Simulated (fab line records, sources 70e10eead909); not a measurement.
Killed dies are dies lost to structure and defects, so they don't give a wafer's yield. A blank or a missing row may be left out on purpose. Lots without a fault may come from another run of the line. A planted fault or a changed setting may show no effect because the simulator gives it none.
A struck lot beside a sound one | flow nand_harc | 15 steps out of a route of 1159
Sound: wafers L231.1, L231.5, L231.6. Struck: wafers L238.2, L238.6. (L238.4 of the same lot was not struck and is left out.) The cause comes at the end.
At each step with rows: each side's tool, then ch and its chambers, then its first start. Under that, the readings that differ: sound wafers | struck wafers | difference of the means | sigmas: that difference in standard deviations of wafers without a fault.
alike: readings whose means differ by less than 2 such deviations, and words and numbers that are the same on both sides. not compared: withheld readings, readings that some wafer has no value for, bounds like >300 that may hide the same value, and numbers for which the record gives no deviation and whose values overlap.
The two part at a step that has a row with sigmas, a row that says differs or no value, or rows on one side only. Numbers that don't overlap but have no deviation are shown without sigmas and don't part them. A reading that every wafer of one side lacks parts them only if that side has two wafers or more.

first, 8 steps without rows for these wafers: NHARC_A_CONTACT_COAT_86 (time 75 s); NHARC_A_CONTACT_COAT_87 (time 65 s); NHARC_A_CONTACT_COAT_02 (resist thk 90 nm); NHARC_A_CONTACT_SOFTBAKE_03 (time 55 s); NHARC_A_CONTACT_EBR_04; NHARC_A_CONTACT_EXPOSE_05 (exposes mask A CC); NHARC_A_CONTACT_PEB_06 (peb time 65 s); NHARC_A_CONTACT_DEVELOP_07 (develop time 35 s).
NHARC_A_CONTACT_CD_MEAS_08: target cd 100 nm.
  sound on cd_sem-03 ch 0, day 17 22:01; struck on cd_sem-01 ch 0, day 19 12:52
  alike: cd_nm
NHARC_A_CONTACT_OVL_MEAS_09:
  sound on overlay-01, day 17 22:06; struck on overlay-01, day 19 12:57
  alike: overlay_x_nm, overlay_y_nm
NHARC_A_CONTACT_INSPECT_10:
  sound on defect_inspect-01, day 17 22:08; struck on defect_inspect-01, day 19 12:59
  alike: raw_defect_count
NHARC_A_CONTACT_DESCUM_13: chemistry O2, time 3 s.
  sound on rie_diel-05 ch 0,1, day 17 22:13; struck on rie_diel-05 ch 0,3, day 19 13:03
  alike: drypump_motor_current_A, oes_product_au, rf_vpp_V, showerhead_plenum_p_Torr, throttle_valve_pct
  not compared: rf_hours_counter_h
NHARC_A_CONTACT_ETCH_88: etches the open film in CF4, target depth 39 nm, time 65 s.
  sound on rie_diel-05 ch 0,1,2, day 17 22:19; struck on rie_diel-05 ch 0, day 19 13:10
  reading               | sound             | struck      | difference | sigmas
  oes_product_au (a.u.) | 0.989 1.022 0.988 | 0.842 0.843 | -0.157     | -13
  alike: drypump_motor_current_A, rf_vpp_V, showerhead_plenum_p_Torr, throttle_valve_pct
  not compared: rf_hours_counter_h
NHARC_A_CONTACT_ETCH_89: etches the open film in N2/H2, target depth 260 nm, time 475.3 s.
  sound on rie_diel-05 ch 2,3; struck on rie_diel-05 ch 0
  alike: drypump_motor_current_A, oes_product_au, rf_vpp_V, showerhead_plenum_p_Torr, throttle_valve_pct
  not compared: rf_hours_counter_h
NHARC_END_SORT_01:
  the record has rows for the sound wafers here (prober-02 ch 0, day 20 09:06) and none for the struck ones

WHERE THEY PART
First at NHARC_A_CONTACT_ETCH_88; last, within this record, at NHARC_END_SORT_01.

WHY: what the simulator had put in
Process parameter drift: rie_diel-05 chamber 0, from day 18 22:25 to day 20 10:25, at NHARC_A_CONTACT_ETCH_88. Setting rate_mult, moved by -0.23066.
